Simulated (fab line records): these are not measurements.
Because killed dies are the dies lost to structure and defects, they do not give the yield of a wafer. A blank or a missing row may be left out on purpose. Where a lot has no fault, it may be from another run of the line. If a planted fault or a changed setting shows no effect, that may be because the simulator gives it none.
Matching of chambers | flow n5-finfet | N5_HKMG_FIN_ALD_91 on ald-metal-01: 4 sister chambers
The step deposits TiN, target thk 1 nm, pulse time 1 s, purge time 3 s. 8 wafers are shown with their chamber, then 12 later ones without.

## WAFERS, EACH WITH ITS CHAMBER
wafer  | chamber | heater-power-w (W) | precursor-pulse-height-rel
L083.2 | 3       | 808                | 0.984
L084.5 | 1       | 914                | 0.987
L087.1 | 3       | 808                | 1.004
L087.3 | 0       | 907                | 0.978
L087.5 | 2       | 1027               | 1.015
L088.1 | 0       | 900                | 1.003
L088.2 | 1       | 907                | 1.003
L088.4 | 2       | 1008               | 0.975

## WAFERS WITHOUT THEIR CHAMBER
wafer  | heater-power-w (W) | precursor-pulse-height-rel
L094.2 | 910                | 1.010
L094.3 | 896                | 0.989
L094.4 | 814                | 0.982
L095.1 | 828                | 0.977
L095.4 | 1004               | 0.996
L095.5 | 907                | 0.984
L096.1 | 822                | 1.041
L096.2 | 933                | 0.999
L096.6 | 896                | 1.014
L097.1 | 801                | 1.024
L097.3 | 922                | 1.011
L097.5 | 983                | 1.026

## CHAMBER TAKEN BY EACH
wafer  | from the rows above     | in truth
L094.2 | can't be placed: 1 or 0 | 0
L094.3 | can't be placed: 0 or 1 | 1
L094.4 | 3                       | 3
L095.1 | 3                       | 3
L095.4 | 2                       | 2
L095.5 | can't be placed: 0 or 1 | 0
L096.1 | 3                       | 3
L096.2 | can't be placed: 1 or 0 | 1
L096.6 | can't be placed: 0 or 1 | 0
L097.1 | 3                       | 3
L097.3 | can't be placed: 1 or 0 | 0
L097.5 | 2                       | 2
Correct placement for 6 of the 12. Can't be placed from these rows: 6 (the true chamber is among the candidates in 6). Placed wrongly: 0.
How it was worked out, from the rows above alone: a wafer's distance from a chamber is the root of the sum, over the readings, of the square of ((its reading less the chamber's mean) divided by the reading's scatter). The wafer belongs to the nearest chamber; if the next one is less than 2 further off, it can't be placed. For every chamber, the mean is computed from those of its wafers that are shown. The scatter: the root of (the sum of the squares of (reading less its chamber's mean) over the shown wafers, divided by (wafers less chambers)).
